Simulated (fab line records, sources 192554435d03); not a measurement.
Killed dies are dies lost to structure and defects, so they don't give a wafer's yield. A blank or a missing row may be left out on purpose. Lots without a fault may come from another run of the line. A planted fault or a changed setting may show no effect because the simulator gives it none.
Split-lot experiment | flow n5_finfet | 7 lots, 39 wafers read, on a route of 1938 steps

THE SPLIT
At N5_HKMG_FIN_ETCH_55 (etches SOC in N2/H2, target depth 240 nm, time 300 s), the setting time_s was moved away from the recipe's 300 s on 12 of the 39 wafers read, by -46.7% to +39.0%. The other wafers ran this setting at the recipe's value.

The reading is taken at the split's own step.

THE READING
SiARC_of_HKMG_FIN_COAT_42.thk_nm (the simulator's own value, which no gauge read), in nm, at N5_HKMG_FIN_ETCH_55 (etches SOC in N2/H2, target depth 240 nm, time 300 s). The file gives no usual value for it. The 27 wafers here that ran the recipe average 21.2 nm, standard deviation 0.34 nm.

wafer  | tool, chamber at the split | time_s as run, s | against the recipe | SiARC_of_HKMG_FIN_COAT_42.thk_nm, nm | against lot-mates on the recipe
L075.1 | rie_diel-01, 1             | 300              | recipe             | 20.6                                 | -
L075.2 | rie_diel-01, 0             | 234.3            | -21.9%             | 24.8                                 | +4.1
L075.3 | rie_diel-01, 3             | 234.3            | -21.9%             | 24.2                                 | +3.5
L075.4 | rie_diel-01, 2             | 300              | recipe             | 20.8                                 | -
L075.5 | rie_diel-01, 2             | 300              | recipe             | 20.8                                 | -
L075.6 | rie_diel-01, 1             | 234.3            | -21.9%             | 23.8                                 | +3.1
L076.1 | rie_diel-03, 1             | 300              | recipe             | 21.4                                 | -
L076.2 | rie_diel-03, 2             | 300              | recipe             | 21.2                                 | -
L076.3 | rie_diel-03, 0             | 300              | recipe             | 21.4                                 | -
L076.4 | rie_diel-03, 3             | 300              | recipe             | 22                                   | -
L076.5 | rie_diel-03, 3             | 300              | recipe             | 21.8                                 | -
L076.6 | rie_diel-03, 2             | 300              | recipe             | 21.2                                 | -
L085.1 | rie_diel-01, 1             | 417              | +39.0%             | 15                                   | -6.0
L085.2 | rie_diel-01, 3             | 300              | recipe             | 21                                   | -
L085.3 | rie_diel-01, 2             | 300              | recipe             | 20.6                                 | -
L085.4 | rie_diel-01, 0             | 300              | recipe             | 21.4                                 | -
L085.5 | rie_diel-01, 2             | 417              | +39.0%             | 15                                   | -6.0
L085.6 | rie_diel-01, 1             | 417              | +39.0%             | 14.8                                 | -6.2
L089.1 | rie_diel-03, 3             | 300              | recipe             | 21.6                                 | -
L089.2 | rie_diel-03, 0             | 300              | recipe             | 21.4                                 | -
L089.3 | rie_diel-03, 1             | 300              | recipe             | 21.2                                 | -
L092.1 | rie_diel-04, 0             | 300              | recipe             | 21.8                                 | -
L092.2 | rie_diel-04, 2             | 300              | recipe             | 21.2                                 | -
L092.3 | rie_diel-04, 3             | 300              | recipe             | 21.2                                 | -
L092.4 | rie_diel-04, 1             | 300              | recipe             | 20.8                                 | -
L092.5 | rie_diel-04, 3             | 300              | recipe             | 21.2                                 | -
L092.6 | rie_diel-04, 2             | 300              | recipe             | 21                                   | -
L095.1 | rie_diel-04, 2             | 370.3            | +23.4%             | 17.6                                 | -3.5
L095.2 | rie_diel-04, 1             | 370.3            | +23.4%             | 17.4                                 | -3.7
L095.3 | rie_diel-04, 0             | 370.3            | +23.4%             | 18.6                                 | -2.5
L095.4 | rie_diel-04, 3             | 300              | recipe             | 21.2                                 | -
L095.5 | rie_diel-04, 3             | 300              | recipe             | 21.2                                 | -
L095.6 | rie_diel-04, 2             | 300              | recipe             | 21                                   | -
L097.1 | rie_diel-04, 3             | 300              | recipe             | 21.2                                 | -
L097.2 | rie_diel-04, 2             | 159.8            | -46.7%             | 27.6                                 | +6.5
L097.3 | rie_diel-04, 0             | 159.8            | -46.7%             | 28                                   | +6.9
L097.4 | rie_diel-04, 1             | 300              | recipe             | 21                                   | -
L097.5 | rie_diel-04, 3             | 300              | recipe             | 21.2                                 | -
L097.6 | rie_diel-04, 0             | 159.8            | -46.7%             | 27.8                                 | +6.7

THE FIT
A straight line over all 39 wafers: SiARC_of_HKMG_FIN_COAT_42.thk_nm changes by -0.148 nm for each +1% of time_s; r = -0.99; the points scatter about the line by 0.39 nm.
The same after taking each lot's own level away (the mean of its wafers on the recipe; 39 wafers): -0.148 nm for each +1%; r = -0.99; scatter 0.32 nm.
On that fit, the largest move of time_s shifts the reading by 6.9 nm.
The lots' own levels span 20.73 to 21.50 nm, that is 2.3 times the standard deviation above.
So the lot-to-lot level changes the slope little: the two slopes agree.
Check: with one of the wafers moved furthest among these (-46.7%) left out of the fit, the line predicts +7.03 nm for it against its lot-mates. It came out at +6.47 nm against them.

OTHER SPLITS ON THESE WAFERS
These wafers also went through other splits before the reading. Each is held against what the fit with the lots' levels taken away leaves over:
other split on the same wafers        | wafers away from the commonest value | r with SiARC_of_HKMG_FIN_COAT_42.thk_nm (lot level and that fit taken away)
N5_SD_EPI_N_DEVELOP_08 develop_time_s | 12                                   | -0.34

THE WHOLE CHAIN: every reading that the file lists as answering this split, in the file's order
step                | what it does                                         | reading                                                                           | change (the file's fit)               | r (the file's)
N5_HKMG_FIN_ETCH_55 | etches SOC in N2/H2, target depth 240 nm, time 300 s | HKMG_FIN.feature_depth_nm (the simulator's own value, which no gauge read)        | +2.47 nm for each +1% of the setting  | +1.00
N5_HKMG_FIN_ETCH_55 | etches SOC in N2/H2, target depth 240 nm, time 300 s | etch.depth_nm (the simulator's own value, which no gauge read)                    | +2.47 nm for each +1% of the setting  | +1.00
N5_HKMG_FIN_ETCH_55 | etches SOC in N2/H2, target depth 240 nm, time 300 s | SiARC_of_HKMG_FIN_COAT_42.thk_nm (the simulator's own value, which no gauge read) | -0.148 nm for each +1% of the setting | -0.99

THE FILE'S OWN FIT
SiARC_of_HKMG_FIN_COAT_42.thk_nm changes by -0.148 nm for each +1% of time_s, r = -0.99.
